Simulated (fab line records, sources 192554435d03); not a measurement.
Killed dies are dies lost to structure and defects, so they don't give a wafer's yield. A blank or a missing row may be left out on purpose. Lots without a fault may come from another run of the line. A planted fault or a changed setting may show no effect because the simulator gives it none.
fab line records | flow n5_finfet
record lots=10 wafers=29 last_day=18
route steps=1938 shown BEOL_M10@1485 PASSIVATION@1936
lots that met no fault: from a run of the same line without faults
start_h: hours from the record's first day to the start of the lot's first wafer shown | wait_h: hours since the lot's step before | " the same as in the row above | L1.1+2: a row that stands for several wafers | - no value, or no start given | * or withheld: withheld | < > ~ a bound
route shown NAME@n: a module of which the file shows steps, and the number in the route of the first | usual: mean/standard deviation of fault-free wafers | same: alike in all rows | chamber/n: place in a boat | sites: the reading at each site | _std_site: their standard deviation | _edge_site: outer sites' mean less inner sites' | radius_mm: how far each site lies from the wafer's centre | mask NAME#n: copy n | behind: the tool/chamber that last shaped the wafer | hold: why the lot was held/for how many hours/how that ended | device: the transistor (n, p or np) that didn't switch | end of line: the same wafers' tests at the end of the route | a step without rows: its recipe alone | killed: dies lost to structure and defects at the first sort, not the wafer's yield | map: a wafer's dies, x killed, . not, _ none there
set.NAME: the setting as run; set.NAME@STEP: as run at that earlier step | model.NAME: the simulator's own value behind a step, which no gauge read
steps of the route over a sample of lots; a table a step, a row a wafer
services: from which hour (start_h, from the record's first day; less than 0 if before it) a tool's chamber was out of use, for how many hours, and why
## steps
# step N5_BEOL_M10_INSPECT_13
# recipe mode=adi inspect_instrument=brightfield
# usual raw_defect_count=400/89
# columns lot.wafer tool chamber start_h wait_h raw_defect_count
L191.2 defect_inspect-01 - 233.15 0.0 422
L191.4 " - " " 296
L191.6 " - " " 394
L196.4 defect_inspect-02 - 258.37 0.0 430
L196.5 " - " " 326
L196.6 " - " " 288
L198.3 defect_inspect-01 - 267.77 0.0 437
L198.4 " - " " 476
L198.6 " - " " 367
L201.3 defect_inspect-01 - 296.15 0.0 613
L201.6 " - " " 435
L205.1 defect_inspect-01 - 314.26 0.0 344
L205.2 " - " " 426
L205.6 " - " " 451
L209.2 defect_inspect-02 - 336.94 0.0 433
L209.5 " - " " 326
L209.6 " - " " 366
L210.2 defect_inspect-02 - 352.25 0.0 443
L210.3 " - " " 386
L210.4 " - " " 435
L211.3 defect_inspect-01 - 353.25 0.0 543
L211.5 " - " " 415
L211.6 " - " " 441
L213.2 defect_inspect-01 - 355.19 0.0 472
L213.4 " - " " 492
L213.5 " - " " 463
L212.3 defect_inspect-01 - 361.20 0.0 342
L212.4 " - " " 420
L212.5 " - " " 382
# step N5_BEOL_M10_ETCH_61
# recipe chemistry=CF4 target=SiARC target_depth_a=390 mask_material=CAR-ArF time_s=65 ion_energy_ev=80 pressure_mtorr=40 source_w=545 bias_w=36 Ar_flow_sccm=100 cf4_flow_sccm=100 ends=cleared
# usual drypump_motor_current_A=5.9/0.33 etch_rf_on_time_s=65.0/1.2 oes_product_au=0.72/0.053 rf_vpp_V=184.3/1 showerhead_plenum_p_Torr=2.17/0.063 throttle_valve_pct=15.50/0.24
# columns lot.wafer tool chamber start_h wait_h drypump_motor_current_A etch_rf_on_time_s oes_product_au rf_hours_counter_h rf_vpp_V showerhead_plenum_p_Torr throttle_valve_pct
L191.2 rie_diel-02 0 233.23 0.0 6.0 65.4 0.70 78 183.3 2.16 15.34
L191.4 " 2 " " 6.2 66.0 0.73 63 184.0 2.15 15.16
L191.6 " 2 " " 6.2 65.4 0.73 - 184.8 2.15 15.17
L196.4 rie_diel-01 3 258.46 0.0 5.3 63.8 0.72 - 185.7 2.27 15.77
L196.5 " 0 " " 6.0 63.9 0.71 - 185.0 2.25 15.51
L196.6 " 1 " " 6.1 66.6 0.76 - 184.7 2.09 15.35
L198.3 rie_diel-02 0 267.84 0.0 6.0 65.3 0.70 90 183.9 2.15 15.38
L198.4 " 1 " " 5.5 66.5 0.59 239 183.7 2.21 16.15
L198.6 " 1 " " 5.5 65.9 0.59 - 183.1 2.21 16.14
L201.3 rie_diel-01 3 296.56 0.0 5.4 63.2 0.71 68 184.4 2.26 15.76
L201.6 " 1 " " 6.1 66.3 0.74 - 183.8 2.08 15.36
L205.1 rie_diel-02 2 314.87 0.0 6.2 65.1 0.70 92 184.3 2.14 15.22
L205.2 " 3 " " 5.5 66.8 0.67 68 184.1 2.17 15.25
L205.6 " 3 " " 5.5 66.3 0.69 - 184.5 2.17 15.25
L209.2 rie_diel-02 1 337.11 0.0 5.5 65.7 0.80 8 184.5 2.20 15.70
L209.5 " 2 " " 6.2 65.3 0.69 - 184.3 2.14 15.26
L209.6 " 1 " " 5.5 66.2 0.81 - 183.7 2.20 15.72
L210.2 rie_diel-02 1 352.32 0.0 5.5 65.3 0.80 13 184.6 2.20 15.74
L210.3 " 2 " " 6.2 65.0 0.69 106 184.1 2.14 15.26
L210.4 " 1 " " 5.5 64.9 0.80 - 184.3 2.20 15.71
L211.3 rie_diel-01 0 353.56 0.0 6.0 63.6 0.67 116 184.0 2.24 15.59
L211.5 " 1 " " 6.1 67.1 0.71 - 183.6 2.08 15.41
L211.6 " 2 " " 5.9 63.8 0.79 - 185.7 2.17 15.36
L213.2 rie_diel-06 2 355.26 0.0 5.7 65.3 0.68 106 183.7 2.07 15.54
L213.4 " 1 " " 6.5 67.1 0.69 80 182.3 2.16 15.78
L213.5 " 1 " " 6.5 66.7 0.69 - 184.2 2.16 15.78
L212.3 rie_diel-01 0 361.27 0.0 6.0 63.8 0.67 118 184.4 2.23 15.56
L212.4 " 3 " " 5.3 64.0 0.68 94 185.3 2.26 15.84
L212.5 " 1 " " 6.1 67.1 0.71 - 183.9 2.07 15.40
# step N5_BEOL_M10_ETCH_62
# recipe chemistry=N2/H2 target=SOC target_depth_a=1100 overetch_a=220 mask_material=SiARC temp_c=40 time_s=165 ion_energy_ev=200 pressure_mtorr=30 source_w=840 bias_w=150 n2_flow_sccm=200 h2_flow_sccm=200
# usual drypump_motor_current_A=5.9/0.34 oes_product_au=0.71/0.052 rf_vpp_V=524.8/2.1 showerhead_plenum_p_Torr=2.57/0.07 temp_c=40.00/0.099 throttle_valve_pct=17.74/0.2
# columns lot.wafer tool chamber start_h wait_h drypump_motor_current_A oes_product_au rf_hours_counter_h rf_vpp_V showerhead_plenum_p_Torr temp_c throttle_valve_pct
L191.2 rie_diel-02 0 233.28 0.0 6.0 0.70 78 524.3 2.57 40.08 17.63
L191.4 " 2 " " 6.2 0.73 63 525.0 2.57 40.02 17.37
L191.6 " 2 " " 6.2 0.73 - 524.4 2.57 40.04 17.37
L196.4 rie_diel-01 3 258.55 0.1 5.3 0.70 - 528.8 2.67 40.19 17.88
L196.5 " 0 " " 6.0 0.69 - 527.4 2.69 39.87 17.80
L196.6 " 1 " " 6.1 0.77 - 522.7 2.49 40.12 17.69
L198.3 rie_diel-02 0 267.89 0.0 6.0 0.69 90 525.0 2.57 40.02 17.65
L198.4 " 1 " " 5.6 0.60 239 528.1 2.59 39.93 18.02
L198.6 " 1 " " 5.5 0.59 - 525.3 2.59 39.94 18.00
L201.3 rie_diel-01 3 296.61 0.0 5.3 0.69 68 527.9 2.66 40.04 17.90
L201.6 " 1 " " 6.0 0.74 - 522.0 2.49 40.09 17.74
L205.1 rie_diel-02 2 314.92 0.0 6.2 0.69 93 525.3 2.56 40.03 17.41
L205.2 " 3 " " 5.5 0.70 68 523.2 2.59 40.05 17.57
L205.6 " 3 " " 5.5 0.69 - 524.5 2.59 39.93 17.56
L209.2 rie_diel-02 1 337.16 0.0 5.6 0.80 8 525.3 2.58 40.01 17.69
L209.5 " 2 " " 6.1 0.69 - 525.1 2.56 40.11 17.43
L209.6 " 1 " " 5.5 0.81 - 526.2 2.58 39.91 17.69
L210.2 rie_diel-02 1 352.37 0.0 5.5 0.79 13 524.4 2.58 39.86 17.69
L210.3 " 2 " " 6.2 0.68 106 523.7 2.55 39.95 17.45
L210.4 " 1 " " 5.5 0.79 - 524.6 2.58 40.01 17.69
L211.3 rie_diel-01 0 353.61 0.0 6.1 0.66 116 525.9 2.67 40.18 17.88
L211.5 " 1 " " 6.1 0.72 - 522.7 2.48 40.03 17.76
L211.6 " 2 " " 5.9 0.77 - 525.7 2.58 39.93 17.54
L213.2 rie_diel-06 2 355.31 0.0 5.7 0.68 106 521.7 2.46 39.89 17.92
L213.4 " 1 " " 6.6 0.70 80 525.5 2.57 39.96 17.96
L213.5 " 1 " " 6.6 0.69 - 524.7 2.57 40.14 17.97
L212.3 rie_diel-01 0 361.32 0.0 6.1 0.66 118 526.7 2.67 40.08 17.87
L212.4 " 3 " " 5.3 0.67 94 527.8 2.65 39.98 17.96
L212.5 " 1 " " 6.1 0.71 - 521.6 2.47 39.93 17.78
# step N5_BEOL_M10_STRIP_19
# recipe chemistry=O2 power_w=400 temp_c=40 pressure_mtorr=30 rf_frequency_hz=6e+07 bias_power_w=0 overash_fraction=0.2 o2_flow_sccm=225
# usual drypump_motor_current_A=5.8/0.34 oes_product_au=0.83/0.069 rf_vpp_V=3.7/0.62 showerhead_plenum_p_Torr=2.13/0.061 temp_c=40.00/0.1 throttle_valve_pct=16.65/0.22
# same overash_fraction=0.2
# columns lot.wafer tool chamber start_h wait_h drypump_motor_current_A oes_product_au rf_hours_counter_h rf_vpp_V showerhead_plenum_p_Torr temp_c throttle_valve_pct
L191.2 rie_diel-01 1 233.57 0.1 6.1 0.92 15 3.8 2.07 39.89 16.53
L191.4 " 2 " " 5.9 0.69 246 4.4 2.16 39.84 16.93
L191.6 " 3 " " 5.3 0.85 - 3.9 2.24 40.02 16.84
L196.4 rie_diel-06 2 258.90 0.2 5.7 0.84 70 3.6 2.03 40.08 16.54
L196.5 " 3 " " 5.3 0.66 - 4.3 2.06 40.10 17.03
L196.6 " 0 " " 6.2 0.85 - 4.4 2.05 39.98 16.79
L198.3 rie_diel-02 1 268.18 0.1 5.5 0.70 239 4.1 2.16 39.81 17.14
L198.4 " 2 " " 6.2 0.85 76 3.6 2.12 39.99 16.37
L198.6 " 1 " " 5.5 0.70 - 4.7 2.16 39.87 17.13
L201.3 rie_diel-02 1 296.91 0.1 5.5 0.69 248 3.9 2.15 39.80 17.16
L201.6 " 3 " " 5.5 0.82 - 2.9 2.15 39.96 16.41
L205.1 rie_diel-01 0 315.21 0.1 6.0 0.79 100 4.0 2.21 40.14 16.65
L205.2 " 1 " " 6.2 0.84 47 3.8 2.06 40.02 16.59
L205.6 " 0 " " 6.1 0.78 - 3.3 2.21 39.98 16.64
L209.2 rie_diel-02 2 337.46 0.1 6.2 0.82 102 4.6 2.12 39.84 16.41
L209.5 " 1 " " 5.5 0.95 - 5.1 2.15 40.10 16.76
L209.6 " 2 " " 6.1 0.82 - 4.9 2.12 39.85 16.43
L210.2 rie_diel-01 1 352.67 0.1 6.1 0.83 62 2.3 2.06 40.01 16.63
L210.3 " 3 " " 5.3 0.80 92 3.9 2.22 39.76 16.93
L210.4 " 0 " " 6.0 0.78 115 3.8 2.20 39.95 16.69
L211.3 rie_diel-02 1 353.91 0.1 5.6 0.96 13 3.4 2.15 40.06 16.77
L211.5 " 2 " " 6.2 0.80 - 4.2 2.11 40.13 16.40
L211.6 " 1 " " 5.5 0.94 - 4.1 2.15 39.93 16.77
L213.2 rie_diel-06 3 355.60 0.1 5.3 0.97 13 2.8 2.05 39.86 16.59
L213.4 " 1 " " 6.6 0.82 80 3.4 2.14 40.10 16.97
L213.5 " 2 " " 5.7 0.80 - 3.2 2.02 39.99 16.57
L212.3 rie_diel-06 1 361.62 0.1 6.5 0.83 82 3.2 2.14 39.96 16.97
L212.4 " 2 " " 5.7 0.80 108 4.6 2.02 40.07 16.58
L212.5 " 3 " " 5.4 0.97 - 3.4 2.05 40.06 16.58
# step N5_BEOL_M10_INSPECT_30
# recipe mode=adi inspect_instrument=brightfield
# usual raw_defect_count=399/95
# columns lot.wafer tool chamber start_h wait_h raw_defect_count
L191.2 defect_inspect-02 - 236.06 0.0 339
L191.4 " - " " 241
L191.6 " - " " 317
L196.4 defect_inspect-01 - 260.31 0.0 568
L196.5 " - " " 377
L196.6 " - " " 374
L198.3 defect_inspect-01 - 271.49 0.0 480
L198.4 " - " " 510
L198.6 " - " " 391
L201.3 defect_inspect-01 - 298.00 0.0 606
L201.6 " - " " 449
L205.1 defect_inspect-02 - 315.75 0.0 286
L205.2 " - " " 335
L205.6 " - " " 397
L209.2 defect_inspect-02 - 337.87 0.0 925
L209.5 " - " " 859
L209.6 " - " " 842
L210.2 defect_inspect-01 - 353.20 0.0 1047
L210.3 " - " " 962
L210.4 " - " " 1028
L211.3 defect_inspect-02 - 356.29 0.0 473
L211.5 " - " " 347
L211.6 " - " " 382
L213.2 defect_inspect-01 - 356.46 0.0 497
L213.4 " - " " 477
L213.5 " - " " 489
L212.3 defect_inspect-01 - 362.57 0.0 330
L212.4 " - " " 431
L212.5 " - " " 398
# step N5_PASSIVATION_PROBE_49
# usual defect_limited_yield=91.2/1.3 killed_at_M0_to_M3=34/10 killed_at_M4_up=13/4.6 killed_at_contacts=13/5.5 killed_at_front_end=41/12 killed_at_other=2.8/2.4 killed_dies=104/16 killed_open=67/12 killed_short=33/7.2 sort_bin_5_function=5.1/0.86 sort_bin_6_memory=3.3/0.62 sort_n_pass=1076/16 sort_yield_pct=91.2/1.3
# same gross_dies=1180 killed_at_back_side=0 sort_bin_4_leakage[%]=0 sort_bin_8_speed[%]=0
# columns lot.wafer tool chamber start_h wait_h defect_limited_yield[%] killed_at_M0_to_M3 killed_at_M4_up killed_at_contacts killed_at_front_end killed_at_other killed_dies killed_open killed_short sort_bin_5_function[%] sort_bin_6_memory[%] sort_n_pass sort_yield_pct[%]
L209.2 prober-01 - 390.48 0.1 82.5 24 132 7 43 0 206 43 32 11.0 3.1 974 82.5
L209.5 prober-01 - 390.63 0.2 84.4 34 79 9 61 1 184 68 33 10.0 3.2 996 84.4
L209.6 prober-01 - 390.68 0.3 83.2 36 126 8 24 4 198 60 24 10.4 4.2 982 83.2
L210.2 prober-01 - 407.35 0.1 81.7 35 136 15 28 2 216 58 32 11.7 4.6 964 81.7
L210.3 prober-01 - 407.40 0.1 88.2 24 86 11 18 0 139 43 9 7.0 3.1 1041 88.2
L210.4 prober-01 - 407.45 0.2 83.3 23 132 13 28 1 197 52 18 11.2 3.8 983 83.3
# killed by level:class
L209.2 BEOL_M10:unspecified=119 STI_FIN_REVEAL:geometric_particle:open=10 BEOL_M0_SAQP:geometric_particle:short=10 HKMG_FIN:area_etch=10 FIN_SAQP:geometric_particle:open=6 MOL_CONTACT_COAG:geometric_particle:open=6 FIN_SAQP:geometric_particle:short=4 BEOL_M1:geometric_particle:open=4
L209.5 BEOL_M10:unspecified=75 STI_FIN_REVEAL:geometric_particle:open=14 FIN_SAQP:geometric_particle:open=11 FIN_SAQP:geometric_particle:short=9 BEOL_M0_SAQP:geometric_particle:open=9 BEOL_M1:geometric_particle:open=7 DUMMY_GATE:geometric_particle:open=7 MOL_CONTACT_COAG:geometric_particle:short=6
L209.6 BEOL_M10:unspecified=111 BEOL_M0_SAQP:geometric_particle:open=8 STI_FIN_REVEAL:geometric_particle:open=7 MOL_CONTACT_COAG:geometric_particle:open=7 BEOL_M0_SAQP:geometric_particle:short=7 BEOL_M0:geometric_particle:open=7 GATE_CUT:geometric_particle:short=6 BEOL_M4:geometric_particle:open=5
L210.2 BEOL_M10:unspecified=121 BEOL_M0_SAQP:geometric_particle:short=10 MOL_CONTACT_COAG:geometric_particle:open=10 BEOL_M2:geometric_particle:open=7 STI_FIN_REVEAL:geometric_particle:open=6 BEOL_M1:geometric_particle:open=5 BEOL_M0_SAQP:geometric_particle:open=5 FIN_SAQP:geometric_particle:open=4
L210.3 BEOL_M10:unspecified=82 BEOL_M3:geometric_particle:open=10 MOL_CONTACT_COAG:geometric_particle:open=7 STI_FIN_REVEAL:geometric_particle:open=4 MOL_CONTACT_COAG:geometric_particle:short=4 BEOL_M2:geometric_particle:open=4 DUMMY_GATE:geometric_particle:open=3 BEOL_M0_SAQP:geometric_particle:open=3
L210.4 BEOL_M10:unspecified=121 MOL_CONTACT_COAG:geometric_particle:open=11 BEOL_M1:geometric_particle:open=9 FIN_SAQP:geometric_particle:open=5 BEOL_M3:geometric_particle:open=4 STI_FIN_REVEAL:geometric_particle:short=3 DUMMY_GATE:geometric_particle:open=3 BEOL_M4:geometric_particle:open=3
## services
# columns tool chamber start_h hours kind
rie_diel-01 2 218.92 9.9 repair
rie_diel-02 0 219.88 3.8 repair
rie_diel-01 2 254.45 7.3 repair
rie_diel-01 2 261.77 - clean
rie_diel-01 2 261.77 - consumable_replace:focus_ring
rie_diel-01 2 261.77 11.2 scheduled_down
rie_diel-01 2 261.77 11.2 vent_cycle
rie_diel-02 1 302.20 - clean
rie_diel-02 1 302.20 - consumable_replace:focus_ring
rie_diel-02 1 302.20 17.0 scheduled_down
rie_diel-02 1 302.20 17.0 vent_cycle
rie_diel-06 3 303.32 - clean
rie_diel-06 3 303.32 - consumable_replace:focus_ring
rie_diel-06 3 303.32 15.4 scheduled_down
rie_diel-06 3 303.32 15.4 vent_cycle
rie_diel-01 2 315.73 7.1 repair
rie_diel-02 3 350.59 13.3 repair
## key
first_sign step=N5_BEOL_M10_INSPECT_30 reading=raw_defect_count direction=up sigmas=5.7 usual=399 struck=944
effect step=N5_PASSIVATION_PROBE_49 reading=killed_at_M4_up direction=up sigmas=22 usual=13 struck=115
more_kills_born_at N5_BEOL_M10_ETCH_62@rie_diel-02=629
met_at N5_BEOL_M10_ETCH_62
struck_lots L209,L210
baseline_loss step=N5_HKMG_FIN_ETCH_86 wafers=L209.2
not_acting_at N5_BEOL_M10_INSPECT_13,N5_BEOL_M10_ETCH_61,N5_BEOL_M10_STRIP_19
onset_between 314.92 337.16
fault kind=chamber_particle_source tool=rie_diel-02 chamber=- onset_h=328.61 steps=N5_BEOL_M10_ETCH_62 rate_per_visit_cm2=0.74554 end_h=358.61
# baseline_loss: these wafers lose ten dies or more at that step, a loss of the line's own and not of a fault; the sort's usual values leave them out
